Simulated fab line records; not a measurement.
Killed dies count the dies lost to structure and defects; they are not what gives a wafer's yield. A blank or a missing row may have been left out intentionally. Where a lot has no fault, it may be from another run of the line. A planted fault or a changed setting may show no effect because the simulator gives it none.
Lot-split experiment / flow n5Finfet / 39 wafers read from 7 lots, route of 1938 steps

== ON THE SPLIT ==
At N5_PASSIVATION_ETCH_54 (etches SiO2 in CHF3/O2, target depth 880 nm, time 440 s), the setting targetDepthA was moved away from the recipe's 8800 angstrom on 9 of the 39 wafers read, by -47.2% to +52.5%. The other wafers ran this setting at the recipe's value.

The reading comes from the split's own step.

== THE READING ==
etch.depthNm (the simulator's own value, which no gauge read), in nm, at N5_PASSIVATION_ETCH_54 (etches SiO2 in CHF3/O2, target depth 880 nm, time 440 s). No usual value for it is given in the file. The 30 wafers here that ran the recipe average 892.3 nm, standard deviation 18 nm.

wafer=L077.1; tool, chamber at the split=rieDiel-06, 0; targetDepthA as run, angstrom=8800; against the recipe=recipe; etch.depthNm, nm=881.7; against lot-mates on the recipe=-
wafer=L077.2; tool, chamber at the split=rieDiel-06, 3; targetDepthA as run, angstrom=8800; against the recipe=recipe; etch.depthNm, nm=933.9; against lot-mates on the recipe=-
wafer=L077.3; tool, chamber at the split=rieDiel-06, 2; targetDepthA as run, angstrom=13420; against the recipe=+52.5%; etch.depthNm, nm=1375; against lot-mates on the recipe=+460.8
wafer=L077.4; tool, chamber at the split=rieDiel-06, 1; targetDepthA as run, angstrom=13420; against the recipe=+52.5%; etch.depthNm, nm=1352; against lot-mates on the recipe=+437.8
wafer=L077.5; tool, chamber at the split=rieDiel-06, 3; targetDepthA as run, angstrom=8800; against the recipe=recipe; etch.depthNm, nm=927; against lot-mates on the recipe=-
wafer=L077.6; tool, chamber at the split=rieDiel-06, 0; targetDepthA as run, angstrom=13420; against the recipe=+52.5%; etch.depthNm, nm=1356; against lot-mates on the recipe=+441.8
wafer=L078.1; tool, chamber at the split=rieDiel-02, 3; targetDepthA as run, angstrom=8800; against the recipe=recipe; etch.depthNm, nm=872.4; against lot-mates on the recipe=-
wafer=L078.2; tool, chamber at the split=rieDiel-02, 1; targetDepthA as run, angstrom=8800; against the recipe=recipe; etch.depthNm, nm=885.2; against lot-mates on the recipe=-
wafer=L078.3; tool, chamber at the split=rieDiel-02, 2; targetDepthA as run, angstrom=8800; against the recipe=recipe; etch.depthNm, nm=917.7; against lot-mates on the recipe=-
wafer=L078.4; tool, chamber at the split=rieDiel-02, 0; targetDepthA as run, angstrom=8800; against the recipe=recipe; etch.depthNm, nm=889.1; against lot-mates on the recipe=-
wafer=L078.5; tool, chamber at the split=rieDiel-02, 1; targetDepthA as run, angstrom=8800; against the recipe=recipe; etch.depthNm, nm=889.2; against lot-mates on the recipe=-
wafer=L078.6; tool, chamber at the split=rieDiel-02, 2; targetDepthA as run, angstrom=8800; against the recipe=recipe; etch.depthNm, nm=911; against lot-mates on the recipe=-
wafer=L085.1; tool, chamber at the split=rieDiel-03, 2; targetDepthA as run, angstrom=8800; against the recipe=recipe; etch.depthNm, nm=897.8; against lot-mates on the recipe=-
wafer=L085.2; tool, chamber at the split=rieDiel-03, 0; targetDepthA as run, angstrom=8800; against the recipe=recipe; etch.depthNm, nm=868; against lot-mates on the recipe=-
wafer=L085.3; tool, chamber at the split=rieDiel-03, 3; targetDepthA as run, angstrom=8800; against the recipe=recipe; etch.depthNm, nm=887.8; against lot-mates on the recipe=-
wafer=L085.4; tool, chamber at the split=rieDiel-03, 1; targetDepthA as run, angstrom=8800; against the recipe=recipe; etch.depthNm, nm=904.6; against lot-mates on the recipe=-
wafer=L085.5; tool, chamber at the split=rieDiel-03, 2; targetDepthA as run, angstrom=8800; against the recipe=recipe; etch.depthNm, nm=888.2; against lot-mates on the recipe=-
wafer=L085.6; tool, chamber at the split=rieDiel-03, 1; targetDepthA as run, angstrom=8800; against the recipe=recipe; etch.depthNm, nm=889.3; against lot-mates on the recipe=-
wafer=L083.1; tool, chamber at the split=rieDiel-06, 0; targetDepthA as run, angstrom=8800; against the recipe=recipe; etch.depthNm, nm=867.2; against lot-mates on the recipe=-
wafer=L083.2; tool, chamber at the split=rieDiel-06, 2; targetDepthA as run, angstrom=8800; against the recipe=recipe; etch.depthNm, nm=892; against lot-mates on the recipe=-
wafer=L083.3; tool, chamber at the split=rieDiel-06, 3; targetDepthA as run, angstrom=8800; against the recipe=recipe; etch.depthNm, nm=916; against lot-mates on the recipe=-
wafer=L083.4; tool, chamber at the split=rieDiel-06, 1; targetDepthA as run, angstrom=8800; against the recipe=recipe; etch.depthNm, nm=873.3; against lot-mates on the recipe=-
wafer=L083.5; tool, chamber at the split=rieDiel-06, 3; targetDepthA as run, angstrom=8800; against the recipe=recipe; etch.depthNm, nm=910.6; against lot-mates on the recipe=-
wafer=L083.6; tool, chamber at the split=rieDiel-06, 2; targetDepthA as run, angstrom=8800; against the recipe=recipe; etch.depthNm, nm=897.3; against lot-mates on the recipe=-
wafer=L087.3; tool, chamber at the split=rieDiel-06, 2; targetDepthA as run, angstrom=8800; against the recipe=recipe; etch.depthNm, nm=903; against lot-mates on the recipe=-
wafer=L087.5; tool, chamber at the split=rieDiel-06, 0; targetDepthA as run, angstrom=8800; against the recipe=recipe; etch.depthNm, nm=875.8; against lot-mates on the recipe=-
wafer=L087.6; tool, chamber at the split=rieDiel-06, 1; targetDepthA as run, angstrom=8800; against the recipe=recipe; etch.depthNm, nm=873.4; against lot-mates on the recipe=-
wafer=L093.1; tool, chamber at the split=rieDiel-03, 0; targetDepthA as run, angstrom=8800; against the recipe=recipe; etch.depthNm, nm=871.8; against lot-mates on the recipe=-
wafer=L093.2; tool, chamber at the split=rieDiel-03, 2; targetDepthA as run, angstrom=4647; against the recipe=-47.2%; etch.depthNm, nm=477.1; against lot-mates on the recipe=-407.6
wafer=L093.3; tool, chamber at the split=rieDiel-03, 1; targetDepthA as run, angstrom=8800; against the recipe=recipe; etch.depthNm, nm=895.5; against lot-mates on the recipe=-
wafer=L093.4; tool, chamber at the split=rieDiel-03, 3; targetDepthA as run, angstrom=8800; against the recipe=recipe; etch.depthNm, nm=886.7; against lot-mates on the recipe=-
wafer=L093.5; tool, chamber at the split=rieDiel-03, 1; targetDepthA as run, angstrom=4647; against the recipe=-47.2%; etch.depthNm, nm=477; against lot-mates on the recipe=-407.7
wafer=L093.6; tool, chamber at the split=rieDiel-03, 0; targetDepthA as run, angstrom=4647; against the recipe=-47.2%; etch.depthNm, nm=454.8; against lot-mates on the recipe=-429.9
wafer=L095.1; tool, chamber at the split=rieDiel-02, 1; targetDepthA as run, angstrom=12250; against the recipe=+39.2%; etch.depthNm, nm=1228; against lot-mates on the recipe=+340.3
wafer=L095.2; tool, chamber at the split=rieDiel-02, 0; targetDepthA as run, angstrom=12250; against the recipe=+39.2%; etch.depthNm, nm=1220; against lot-mates on the recipe=+332.3
wafer=L095.3; tool, chamber at the split=rieDiel-02, 2; targetDepthA as run, angstrom=8800; against the recipe=recipe; etch.depthNm, nm=909.7; against lot-mates on the recipe=-
wafer=L095.4; tool, chamber at the split=rieDiel-02, 3; targetDepthA as run, angstrom=8800; against the recipe=recipe; etch.depthNm, nm=875.2; against lot-mates on the recipe=-
wafer=L095.5; tool, chamber at the split=rieDiel-02, 3; targetDepthA as run, angstrom=12250; against the recipe=+39.2%; etch.depthNm, nm=1216; against lot-mates on the recipe=+328.3
wafer=L095.6; tool, chamber at the split=rieDiel-02, 0; targetDepthA as run, angstrom=8800; against the recipe=recipe; etch.depthNm, nm=878.1; against lot-mates on the recipe=-

THE FIT
A straight line over all 39 wafers: etch.depthNm changes by +8.82 nm for each +1% of targetDepthA; r = +1.00; the points scatter about the line by 17 nm.
The same after taking each lot's own level away (the mean of its wafers on the recipe; 39 wafers): +8.62 nm for each +1%; r = +1.00; scatter 15 nm.
On that fit, the largest move of targetDepthA shifts the reading by 4.5e+02 nm.
From 884.07 to 914.20 nm: that is the span of the lots' own levels, equal to 1.7 times the standard deviation above.
Hence the lot-to-lot level has little effect on the slope; both slopes agree.
Check: with one of the wafers moved furthest among these (+52.5%) left out of the fit, the line predicts +449 nm for it against its lot-mates. Against them it came out at +461 nm.

== ADDITIONAL SPLITS CARRIED BY THESE WAFERS ==
These wafers also went through other splits before the reading. Each is held against what the fit with the lots' levels taken away leaves over:
other split on the same wafers=N5_BEOL_M6_ILD_DEP_00 targetThkA; wafers away from the commonest value=12; r with etch.depthNm (lot level and that fit taken away)=+0.02
other split on the same wafers=N5_BEOL_M8_ILD_DEP_00 targetThkA; wafers away from the commonest value=15; r with etch.depthNm (lot level and that fit taken away)=+0.08
other split on the same wafers=N5_BEOL_M11_CVD_75 targetThkA; wafers away from the commonest value=15; r with etch.depthNm (lot level and that fit taken away)=+0.06
other split on the same wafers=N5_BEOL_M14_SPUTTER_45 targetThkA; wafers away from the commonest value=9; r with etch.depthNm (lot level and that fit taken away)=+0.11
other split on the same wafers=N5_MIM_BOT_LITHO_DEVELOP_07 developTimeS; wafers away from the commonest value=15; r with etch.depthNm (lot level and that fit taken away)=+0.04

== THE WHOLE CHAIN: every reading that the file lists as answering this split, in the file's order ==
step=N5_PASSIVATION_ETCH_54; what it does=etches SiO2 in CHF3/O2, target depth 880 nm, time 440 s; reading=PASSIVATION.featureDepthNm (the simulator's own value, which no gauge read); change (the file's fit)=+8.61 nm for each +1% of the setting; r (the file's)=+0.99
step=N5_PASSIVATION_ETCH_54; what it does=etches SiO2 in CHF3/O2, target depth 880 nm, time 440 s; reading=etch.depthNm (the simulator's own value, which no gauge read); change (the file's fit)=+8.61 nm for each +1% of the setting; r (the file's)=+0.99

== FILE'S OWN FIT ==
etch.depthNm changes by +8.61 nm for each +1% of targetDepthA, r = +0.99.
